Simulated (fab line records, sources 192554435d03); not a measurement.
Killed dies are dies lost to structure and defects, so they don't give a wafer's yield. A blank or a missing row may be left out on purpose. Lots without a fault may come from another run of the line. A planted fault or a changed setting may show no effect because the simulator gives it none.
A struck lot beside a sound one | flow n5_finfet | 14 steps out of a route of 1938
Sound: wafers L857.1, L857.2, L857.6. Struck: wafers L870.3, L870.6. (L870.2 of the same lot was not struck and is left out.) The cause comes at the end.
At each step with rows: each side's tool, then ch and its chambers, then its first start. Under that, the readings that differ: sound wafers | struck wafers | difference of the means | sigmas: that difference in standard deviations of wafers without a fault.
alike: readings whose means differ by less than 2 such deviations, and words and numbers that are the same on both sides. not compared: withheld readings, readings that some wafer has no value for, bounds like >300 that may hide the same value, and numbers for which the record gives no deviation and whose values overlap.
The two part at a step that has a row with sigmas, a row that says differs or no value, or rows on one side only. Numbers that don't overlap but have no deviation are shown without sigmas and don't part them. A reading that every wafer of one side lacks parts them only if that side has two wafers or more.

first, 1 step without rows for these wafers: N5_BEOL_M7_CURE_75 (cures SiCOH lowk, time 120 s).
N5_BEOL_M7_DEGAS_44: time 60 s.
  sound on pvd_sputter-02, day 9 17:52; struck on pvd_sputter-02, day 13 02:25
  alike: heater_power_w
then, 1 step without rows for these wafers: N5_BEOL_M7_PRE_CLEAN_45 (time 30 s).
N5_BEOL_M7_ALD_77: deposits TaN, target thk 2 nm, pulse time 2 s, purge time 3 s.
  sound on ald_metal-01 ch 2,3, day 9 17:59; struck on ald_metal-01 ch 2,3, day 13 02:31
  alike: chamber_pressure_Torr, heater_power_w
  not compared: since_wet_clean_h
then, 2 steps without rows for these wafers: N5_BEOL_M7_SURFACE_TREAT_79; N5_BEOL_M7_CVD_78 (deposits Co from CCTBA/H2, target thk 2 nm, time 142.3 s).
N5_BEOL_M7_SPUTTER_48: material Cu, target thk 10 nm, time 1.667 s.
  sound on pvd_sputter-02, day 9 18:45; struck on pvd_sputter-03, day 13 02:59
  alike: throttle_valve_pct
then, 1 step without rows for these wafers: N5_BEOL_M7_ECD_50 (material Cu, target thk 300 nm).
N5_BEOL_M7_ANNEAL_51: time 90 s.
  sound on rtp_anneal-02 ch 0, day 9 22:22; struck on rtp_anneal-02 ch 0, day 13 03:22
  alike: wafer_temp_C_max
N5_BEOL_M7_CMP_52: polishes, stops on SiCOH lowk, t overpolish 6.9 s, target thk 80 nm.
  sound on cmp-02 ch 0,2,3, day 9 22:42; struck on cmp-01 ch 0,1, day 13 03:39
  reading                      | sound          | struck    | difference | sigmas
  barrier_field_endpoint_s (s) | 30.0 30.5 30.6 | 28.7 28.4 | -1.8       | -2
  alike: motor_current_A, overpolish_run_s, time_to_endpoint_s
  not compared: pad_life_wafers
N5_BEOL_M7_THK_MEAS_53: measures by xrf.
  sound on film_metro-01, day 9 22:58; struck on film_metro-02, day 13 03:55
  alike: M7_THK
then, 1 step without rows for these wafers: N5_BEOL_M7_PRE_CLEAN_55 (time 15 s).
N5_BEOL_M7_DEP_56: deposits SiCN from 3MS/NH3, target thk 10 nm, time 17.5 s.
  sound on pecvd-01 ch 1,2, day 9 23:01; struck on pecvd-03 ch 2, day 13 03:58
  reading                                  | sound      | struck    | difference | sigmas
  model.SiCN_of_BEOL_M7_DEP_56.thk_nm (nm) | 9.8 9.6 10 | 10.4 10.6 | +0.7       |
  alike: chamber_pressure_Torr, showerhead_plenum_p_Torr, throttle_valve_pct
  not compared: since_wet_clean_h
N5_BEOL_M7_RS_MEAS_57: measures by four-point-probe.
  sound on film_metro-02, day 9 23:05; struck on film_metro-02, day 13 04:02
  alike: M7_RS

WHERE THEY PART
Only at N5_BEOL_M7_CMP_52, within this record. Later steps at which nothing parts them and some readings are alike: N5_BEOL_M7_THK_MEAS_53, N5_BEOL_M7_DEP_56, N5_BEOL_M7_RS_MEAS_57.

WHY: what the simulator had put in
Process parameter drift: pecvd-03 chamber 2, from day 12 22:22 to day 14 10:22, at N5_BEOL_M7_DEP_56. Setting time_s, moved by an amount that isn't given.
